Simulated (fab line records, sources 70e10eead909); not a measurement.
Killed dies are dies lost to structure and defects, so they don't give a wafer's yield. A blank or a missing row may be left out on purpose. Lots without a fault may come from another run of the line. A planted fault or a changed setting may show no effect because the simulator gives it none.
fab line records | flow nand_harc
record lots=7 wafers=21 last_day=23
route steps=1159 shown P_M1@297
lots that met no fault: from a run of the same line without faults
start_h: hours from the record's first day to the start of the lot's first wafer shown | wait_h: hours since the lot's step before | " the same as in the row above | L1.1+2: a row that stands for several wafers | - no value, or no start given | * or withheld: withheld | < > ~ a bound
route shown NAME@n: a module of which the file shows steps, and the number in the route of the first | usual: mean/standard deviation of fault-free wafers | same: alike in all rows | chamber/n: place in a boat | sites: the reading at each site | _std_site: their standard deviation | _edge_site: outer sites' mean less inner sites' | radius_mm: how far each site lies from the wafer's centre | mask NAME#n: copy n | behind: the tool/chamber that last shaped the wafer | hold: why the lot was held/for how many hours/how that ended | device: the transistor (n, p or np) that didn't switch | end of line: the same wafers' tests at the end of the route | a step without rows: its recipe alone | killed: dies lost to structure and defects at the first sort, not the wafer's yield | map: a wafer's dies, x killed, . not, _ none there
set.NAME: the setting as run; set.NAME@STEP: as run at that earlier step | model.NAME: the simulator's own value behind a step, which no gauge read
lots at some steps of the route; a table a step, a row a wafer
services: from which hour (start_h, from the record's first day; less than 0 if before it) a tool's chamber was out of use, for how many hours, and why
## steps
# step NHARC_P_M1_INSPECT_11
# usual raw_defect_count=4.2/2.3
# columns lot.wafer tool chamber start_h wait_h raw_defect_count
L557.3 defect_inspect-01 - 134.53 0.0 4
L557.4 " - " " 3
L557.5 " - " " 4
L559.1 defect_inspect-02 - 146.41 0.0 9
L559.5 " - " " 5
L559.6 " - " " 2
L569.1 defect_inspect-01 - 199.86 0.0 3
L569.3 " - " " 2
L569.6 " - " " 2
L567.3 defect_inspect-02 - 200.83 0.0 2
L567.5 " - " " 8
L567.6 " - " " 1
L570.2 defect_inspect-01 - 218.77 0.0 6
L570.3 " - " " 0
L570.6 " - " " 6
L571.2 defect_inspect-01 - 219.16 0.0 6
L571.4 " - " " 9
L571.6 " - " " 8
L572.1 defect_inspect-01 - 229.46 0.0 7
L572.2 " - " " 6
L572.3 " - " " 5
# step NHARC_P_M1_DESCUM_14
# recipe time_s=3 o2_flow_sccm=200 ar_flow_sccm=0 bias_power_w=0 chemistry=O2
# step NHARC_P_M1_ETCH_35
# recipe target_depth_a=400 overetch_a=120 time_s=43.94 ion_energy_ev=200 n2_flow_sccm=150 h2_flow_sccm=150 ar_flow_sccm=0 rf_w=400 bias_w=150 chemistry=N2/H2
# usual chamber_pressure_mTorr=30.000/0.03 drypump_motor_current_A=5.7/0.47 oes_product_au=0.999/0.0079 rf_vpp_V=430.9/2.6 showerhead_plenum_p_Torr=2.05/0.091 throttle_valve_pct=14.171/0.0092
# columns lot.wafer tool chamber start_h wait_h chamber_pressure_mTorr drypump_motor_current_A oes_product_au rf_hours_counter_h rf_vpp_V showerhead_plenum_p_Torr throttle_valve_pct
L557.3 rie_diel-09 1 135.15 0.6 30.014 6.0 0.992 4 433.0 2.08 14.160
L557.4 " 2 " " 29.993 4.8 0.996 3 427.8 1.94 14.181
L557.5 " 3 " " 30.006 5.9 1.000 - 431.5 2.11 14.174
L559.1 rie_diel-09 0 146.56 0.1 30.016 6.2 0.991 4 427.3 1.96 14.164
L559.5 " 3 " " 30.007 5.9 1.005 - 433.0 2.11 14.167
L559.6 " 0 " " 30.029 6.2 0.988 - 427.5 1.96 14.177
L569.1 rie_diel-11 0 200.01 0.1 29.948 6.0 0.987 0 430.9 2.05 14.158
L569.3 " 3 " " 29.974 5.8 0.997 0 435.0 2.19 14.182
L569.6 " 1 " " 30.037 5.0 0.983 - 434.6 2.14 14.163
L567.3 rie_diel-09 2 200.98 0.1 30.001 4.8 1.008 8 427.2 1.94 14.158
L567.6 " 0 " " 29.975 6.2 1.001 - 427.7 1.96 14.186
L567.5 " 1 " " 29.968 6.0 0.998 - 431.8 2.08 14.165
L570.2 rie_diel-09 3 218.92 0.1 29.986 5.9 0.995 8 432.5 2.11 14.159
L570.3 " 2 " " 30.065 4.8 0.997 8 427.3 1.94 14.175
L570.6 " 3 " " 29.964 5.9 0.995 - 431.6 2.10 14.173
L571.2 rie_diel-09 0 219.31 0.1 30.031 6.2 0.993 9 427.8 1.96 14.162
L571.4 " 2 " " 30.012 4.8 0.988 8 428.9 1.94 14.178
L571.6 " 3 " " 29.946 6.0 0.999 - 432.5 2.11 14.184
L572.2 rie_diel-13 0 229.61 0.1 30.017 5.9 1.005 9 427.9 1.97 14.163
L572.1 " 1 " " 30.063 5.4 0.998 10 434.2 2.12 14.173
L572.3 " 2 " " 29.969 5.1 0.987 8 429.9 1.94 14.165
# step NHARC_P_M1_ETCH_15
# recipe target_depth_a=1825 time_s=91.2 c4f8_flow_sccm=withheld ar_flow_sccm=400 rf_w=600 bias_w=300 chemistry=C4F8/Ar
# usual chamber_pressure_mTorr=25.004/0.022 oes_product_au=0.957/0.023 rf_vpp_V=441.1/2.6
# columns lot.wafer tool chamber start_h wait_h chamber_pressure_mTorr oes_product_au rf_hours_counter_h rf_vpp_V
L557.4 rie_diel-09 1 - - 25.014 0.923 4 443.1
L557.3 " 0 " " 24.979 0.918 3 438.2
L557.5 " 1 " " 25.005 0.917 - 440.9
L559.1 rie_diel-09 0 - - 25.021 0.960 5 440.0
L559.5 " 2 " " 24.995 0.967 - 439.2
L559.6 " 3 " " 24.971 0.965 - 441.7
L569.3 rie_diel-11 3 - - 25.016 0.971 0 445.1
L569.1 " 0 " " 24.995 0.959 0 441.1
L569.6 " 0 " " 25.015 0.951 - 440.6
L567.3 rie_diel-09 3 - - 24.965 0.963 7 443.2
L567.6 " 2 " " 24.997 0.976 - 437.2
L567.5 " 3 " " 25.015 0.949 - 441.8
L570.2 rie_diel-09 0 - - 25.043 0.922 9 439.5
L570.3 " 2 " " 25.017 0.922 8 439.7
L570.6 " 3 " " 24.998 0.979 - 441.7
L571.2 rie_diel-09 0 - - 25.007 0.947 9 438.1
L571.4 " 1 " " 24.971 0.974 9 443.8
L571.6 " 3 " " 25.028 0.961 - 443.5
L572.3 rie_diel-13 3 - - 24.995 0.931 8 444.4
L572.1 " 0 " " 24.962 0.926 9 440.1
L572.2 " 1 " " 25.022 0.935 10 443.3
# step NHARC_P_M1_CD_MEAS_16
# usual cd_nm=130.0/0.52
# columns lot.wafer tool chamber start_h wait_h cd_nm
L557.3 cd_sem-03 - 135.36 - 130.8
L557.4 " - " " 130.6
L557.5 " - " " 129.8
L559.1 cd_sem-02 - 146.77 - 129.8
L559.5 " - " " 129.6
L559.6 " - " " 129.7
L569.1 cd_sem-03 - 200.22 - 130.8
L569.3 " - " " 130.0
L569.6 " - " " 130.0
L567.3 cd_sem-02 - 201.20 - 129.8
L567.5 " - " " 130.8
L567.6 " - " " 129.8
L570.2 cd_sem-01 - 219.14 - 129.9
L570.3 " - " " 130.1
L570.6 " - " " 129.8
L571.2 cd_sem-03 - 219.53 - 129.8
L571.4 " - " " 129.4
L571.6 " - " " 130.0
L572.1 cd_sem-01 - 229.83 - 129.6
L572.2 " - " " 129.5
L572.3 " - " " 130.1
# step NHARC_P_M1_STRIP_18
# recipe power_w=1000 n2_flow_sccm=150 h2_flow_sccm=150 ar_flow_sccm=0 bias_w=0 chemistry=N2/H2
# step NHARC_P_M1_ETCH_28
# recipe target_depth_a=300 over_etch_frac=0.3 time_s=72.99 ion_energy_ev=150 cf4_flow_sccm=50 n2_flow_sccm=100 ar_flow_sccm=150 rf_w=300 bias_w=100 chemistry=CF4/N2
# usual chamber_pressure_mTorr=30.00/0.031 drypump_motor_current_A=5.7/0.5 oes_product_au=0.998/0.0067 rf_vpp_V=314.6/2.1 showerhead_plenum_p_Torr=2.65/0.11 throttle_valve_pct=19.795/0.0095
# columns lot.wafer tool chamber start_h wait_h chamber_pressure_mTorr drypump_motor_current_A oes_product_au rf_hours_counter_h rf_vpp_V showerhead_plenum_p_Torr throttle_valve_pct
L557.4 rie_diel-11 1 - - 29.99 5.0 0.990 3 317.5 2.75 19.821
L557.3 " 2 " " 29.97 6.3 1.000 3 312.1 2.53 19.785
L557.5 " 2 " " 30.04 6.3 0.999 - 312.9 2.53 19.805
L559.1 rie_diel-13 2 - - 29.99 5.1 1.006 3 313.3 2.51 19.802
L559.6 " 1 " " 29.99 5.4 1.005 - 315.4 2.73 19.811
L559.5 " 2 " " 30.01 5.1 1.001 - 312.0 2.51 19.788
L569.3 rie_diel-13 1 - - 29.99 5.4 1.002 9 315.6 2.72 19.804
L569.1 " 3 " " 29.96 5.7 1.011 7 317.9 2.78 19.780
L569.6 " 1 " " 29.96 5.3 1.008 - 315.8 2.72 19.800
L567.3 rie_diel-11 2 - - 30.01 6.4 0.998 0 312.5 2.52 19.799
L567.5 " 1 " " 29.99 5.0 0.990 - 316.7 2.75 19.803
L567.6 " 2 " " 30.01 6.3 1.000 - 312.2 2.52 19.803
L570.2 rie_diel-11 3 - - 29.99 5.8 0.989 0 316.5 2.81 19.800
L570.3 " 0 " " 29.99 5.9 0.995 0 314.1 2.64 19.796
L570.6 " 2 " " 30.04 6.3 1.000 - 313.5 2.52 19.803
L571.4 rie_diel-09 3 - - 30.03 5.9 1.003 8 314.1 2.70 19.809
L571.2 " 0 " " 29.99 6.2 0.990 9 313.1 2.53 19.795
L571.6 " 2 " " 30.01 4.8 0.997 - 312.9 2.51 19.786
L572.3 rie_diel-09 3 - - 29.96 5.9 0.997 9 315.9 2.70 19.789
L572.2 " 0 " " 30.06 6.2 0.985 10 313.9 2.53 19.801
L572.1 " 1 " " 29.99 6.0 0.989 10 314.2 2.67 19.795
# step NHARC_P_M1_STRIP_19
# recipe time_s=600 temp_c=30 chemistry=post_etch_residue_remover
# step NHARC_P_M1_DEGAS_29
# recipe temp_c=250 time_s=60
# step NHARC_P_M1_PRE_CLEAN_30
# recipe time_s=30 temp_c=280 gas=H2/He
# step NHARC_P_M1_PVD_20
# recipe target_thk_a=50 bias_v=168.6 power_w=15000 chamber_pressure_pa=0.12 time_s=8.06 substrate_temp_c=50 material=TaN
# usual bias_v=168.8/1.7 throttle_valve_pct=29.6/0.96
# columns lot.wafer tool chamber start_h wait_h bias_v throttle_valve_pct
L557.3 pvd_sputter-02 - - - 166.3 29.2
L557.4 " - " " 168.6 32.3
L557.5 " - " " 165.8 30.5
L559.1 pvd_sputter-01 - - - 168.1 30.4
L559.6 " - " " 167.5 30.7
L559.5 " - " " 170.5 28.7
L569.1 pvd_sputter-02 - - - 168.7 30.2
L569.3 " - " " 170.0 29.5
L569.6 " - " " 168.2 30.0
L567.3 pvd_sputter-03 - - - 170.3 28.0
L567.5 " - " " 171.3 30.0
L567.6 " - " " 168.2 27.7
L570.2 pvd_sputter-01 - - - 168.8 28.9
L570.3 " - " " 168.6 30.5
L570.6 " - " " 166.8 28.7
L571.2 pvd_sputter-01 - - - 166.5 28.9
L571.4 " - " " 168.3 30.3
L571.6 " - " " 167.0 29.2
L572.3 pvd_sputter-02 - - - 167.5 28.4
L572.1 " - " " 168.2 31.1
L572.2 " - " " 169.4 30.2
# step NHARC_P_M1_PVD_21
# recipe target_thk_a=300 chamber_pressure_pa=5 power_w=5000 substrate_temp_c=30 time_s=20.49 material=Cu
# step NHARC_P_M1_ECD_22
# recipe target_thk_a=4000 bath_temp_c=25 material=Cu
# columns lot.wafer tool chamber start_h wait_h
L557.4+3+5 ecd_cu-01 1,0,0 136.53 -
L559.1+5+6 ecd_cu-02 1,0,1 147.90 -
L569.1+3+6 ecd_cu-02 1,1,0 201.30 -
L567.3+5+6 ecd_cu-01 0,1,0 202.42 -
L570.2+3+6 ecd_cu-01 0,1,0 220.26 -
L571.2+4+6 ecd_cu-02 0,1,0 220.65 -
L572.1+2+3 ecd_cu-01 0,1,0 230.91 -
# step NHARC_P_M1_ANNEAL_31
# recipe temp_c=225 time_s=90
# usual wafer_temp_C_max=226.07/0.24
# columns lot.wafer tool chamber start_h wait_h wafer_temp_C_max
L557.3 rtp_anneal-01 0 136.92 0.3 226.63
L557.4 " 0 " " 225.93
L557.5 " 0 " " 226.38
L559.1 rtp_anneal-02 0 148.22 - 226.24
L559.5 " 0 " " 226.23
L559.6 " 0 " " 225.88
L569.1 rtp_anneal-01 0 201.68 - 226.13
L569.3 " 0 " " 226.14
L569.6 " 0 " " 226.51
L567.3 rtp_anneal-02 0 202.75 0.3 225.77
L567.5 " 0 " " 225.87
L567.6 " 0 " " 226.11
L570.2 rtp_anneal-02 0 220.64 0.3 226.36
L570.3 " 0 " " 226.12
L570.6 " 0 " " 226.20
L571.2 rtp_anneal-01 0 221.02 - 225.93
L571.4 " 0 " " 226.05
L571.6 " 0 " " 225.84
L572.1 rtp_anneal-02 0 231.29 - 225.94
L572.2 " 0 " " 226.23
L572.3 " 0 " " 226.04
# step NHARC_P_M1_CMP_23
# recipe t_overpolish_s=20 target_thk_nm=157.82
# usual motor_current_A=12.1/1.5 time_to_endpoint_s=29.2/2.1
# columns lot.wafer tool chamber start_h wait_h motor_current_A time_to_endpoint_s
L557.4 cmp-03 2 137.16 - 12.2 31.0
L557.3 " 3 " " 11.3 27.6
L557.5 " 3 " " 11.3 29.7
L559.1 cmp-03 1 148.68 - 10.4 30.1
L559.6 " 2 " " 12.2 29.6
L559.5 " 3 " " 11.4 26.9
L569.3 cmp-03 2 202.08 - 12.8 32.2
L569.1 " 3 " " 12.0 29.0
L569.6 " 1 " " 11.7 32.8
L567.3 cmp-01 0 203.07 - 13.9 13.0
L567.6 " 1 " " 12.2 12.4
L567.5 " 2 " " 11.4 31.4
L570.2 cmp-03 3 220.94 - 12.1 7.9
L570.3 " 0 " " 14.6 28.0
L570.6 " 0 " " 15.2 7.7
L571.2 cmp-02 3 221.38 - 10.1 26.2
L571.4 " 0 " " 10.0 27.2
L571.6 " 2 " " 11.4 26.7
L572.2 cmp-02 0 231.63 - 9.9 28.6
L572.1 " 1 " " 14.6 10.5
L572.3 " 2 " " 11.3 9.1
# step NHARC_P_M1_THK_MEAS_24
# recipe thk_meas_gauge=xrf
# usual thk_nm=157.9/1.4
# columns lot.wafer tool chamber start_h wait_h thk_nm
L557.3 film_metro-01 - 137.47 - 157.9
L557.4 " - " " 157.2
L557.5 " - " " 156.5
L559.1 film_metro-01 - 148.91 - 160.4
L559.5 " - " " 157.2
L559.6 " - " " 159.6
L569.1 film_metro-02 - 202.35 - 157.0
L569.3 " - " " 157.5
L569.6 " - " " 157.8
L567.3 film_metro-02 - 203.30 - 140.4
L567.5 " - " " 158.7
L567.6 " - " " 136.4
L570.2 film_metro-02 - 221.25 - 138.5
L570.3 " - " " 157.8
L570.6 " - " " 137.0
L571.2 film_metro-01 - 221.64 - 160.3
L571.4 " - " " 159.5
L571.6 " - " " 157.6
L572.1 film_metro-01 - 231.94 - 134.9
L572.2 " - " " 159.7
L572.3 " - " " 131.8
# step NHARC_P_M1_SRD_25
## services
# columns tool chamber start_h hours kind
cmp-02 - 120.15 2.9 repair
rie_diel-09 3 122.97 5.7 repair
cmp-03 - 128.42 0.4 repair
cmp-02 - 128.50 4.0 pm
rie_diel-13 3 129.03 8.8 repair
pvd_sputter-01 - 129.11 5.5 repair
rie_diel-13 2 131.68 11.2 repair
cmp-02 - 143.04 5.9 repair
cmp-02 - 150.94 0.2 repair
cmp-03 - 156.00 4.0 pm
pvd_sputter-01 - 158.02 10.0 pm
rie_diel-11 - 164.47 1.6 repair
rie_diel-11 0 169.64 10.9 repair
cmp-01 - 179.66 4.0 pm
ecd_cu-02 - 180.51 8.0 pm
pvd_sputter-01 - 183.89 9.4 repair
rie_diel-11 - 189.55 9.0 pm
cmp-03 - 191.11 2.5 repair
cmp-02 - 195.71 0.2 repair
cmp-02 - 202.01 1.8 repair
pvd_sputter-02 - 214.00 10.0 pm
cmp-01 - 217.90 10.3 repair
pvd_sputter-03 - 218.39 12.4 repair
cmp-02 - 226.60 4.0 pm
## key
first_sign step=NHARC_P_M1_CMP_23 reading=time_to_endpoint_s direction=down sigmas=8.9 usual=* struck=*
effect step=NHARC_P_M1_THK_MEAS_24 reading=thk_nm direction=down sigmas=15 usual=157.9 struck=136.5
met_at NHARC_P_M1_ECD_22
struck_wafers L567.3,L567.6,L570.2,L570.6,L572.1,L572.3
later_rows_left_out L567.3,L567.6,L570.2,L570.6,L572.1,L572.3
sort_left_out L567.3,L567.6,L570.2,L570.6,L572.1,L572.3
onset_between 136.53 202.42
fault kind=process_parameter_drift tool=ecd_cu-01 chamber=0 onset_h=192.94 steps=NHARC_P_M1_ECD_22 channel=target_thk_a offset=* shape=step end_h=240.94 acts_in=* stated=*
# sort_left_out: the simulated sort isn't trusted on such a fault, so these wafers' sort isn't shown, and their yield isn't known
# later_rows_left_out: the simulator's readings of these wafers behind a module that went badly wrong aren't trusted and aren't shown, but for the sort
